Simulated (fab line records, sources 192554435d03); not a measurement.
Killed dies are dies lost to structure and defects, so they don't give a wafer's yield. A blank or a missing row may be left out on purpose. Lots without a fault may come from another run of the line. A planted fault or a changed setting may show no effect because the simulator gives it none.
Chamber matching | flow n5_finfet | N5_HKMG_FIN_NWFM_ALD_20 on ald_metal-02: 4 sister chambers
The step deposits TiAlC, target thk 2 nm, pulse time 3 s, purge time 2 s. 8 wafers are shown with their chamber, then 12 later ones without.

WAFERS WITH THEIR CHAMBER
wafer  | chamber | heater_power_w (W) | precursor_pulse_height_rel
L079.1 | 1       | 523                | 0.993
L082.3 | 0       | 535                | 0.991
L086.2 | 2       | 511                | 0.994
L086.3 | 0       | 517                | 0.994
L086.4 | 2       | 532                | 0.981
L087.1 | 3       | 475                | 1.001
L087.4 | 1       | 512                | 1.007
L087.6 | 3       | 474                | 1.004

WAFERS WITHOUT THEIR CHAMBER
wafer  | heater_power_w (W) | precursor_pulse_height_rel
L088.1 | 513                | 0.999
L088.2 | 506                | 1.004
L088.4 | 470                | 1.013
L089.2 | 520                | 0.997
L089.3 | 484                | 0.992
L089.5 | 521                | 0.985
L095.4 | 531                | 0.973
L095.5 | 529                | 1.041
L095.6 | 531                | 1.033
L097.1 | 522                | 0.964
L097.2 | 518                | 0.989
L097.5 | 523                | 1.000

WHICH CHAMBER EACH WENT THROUGH
wafer  | from the rows above               | in truth
L088.1 | can't be placed: 1 or 0 or 2      | 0
L088.2 | can't be placed: 1 or 0 or 2 or 3 | 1
L088.4 | 3                                 | 3
L089.2 | can't be placed: 1 or 0 or 2      | 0
L089.3 | can't be placed: 3 or 1 or 2      | 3
L089.5 | can't be placed: 2 or 0 or 1      | 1
L095.4 | can't be placed: 2 or 0 or 1      | 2
L095.5 | can't be placed: 1 or 0 or 3 or 2 | 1
L095.6 | can't be placed: 1 or 0 or 2      | 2
L097.1 | can't be placed: 2 or 0 or 1      | 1
L097.2 | can't be placed: 2 or 0 or 1      | 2
L097.5 | can't be placed: 1 or 0 or 2      | 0
Placed correctly: 1 of 12. Can't be placed from these rows: 11 (the true chamber is among the candidates in 11). Placed wrongly: 0.
How it was worked out, from the rows above alone: a wafer's distance from a chamber is the root of the sum, over the readings, of the square of ((its reading less the chamber's mean) divided by the reading's scatter). The wafer belongs to the nearest chamber; if the next one is less than 2 further off, it can't be placed. A chamber's mean is the mean of its shown wafers. The scatter: the root of (the sum of the squares of (reading less its chamber's mean) over the shown wafers, divided by (wafers less chambers)).
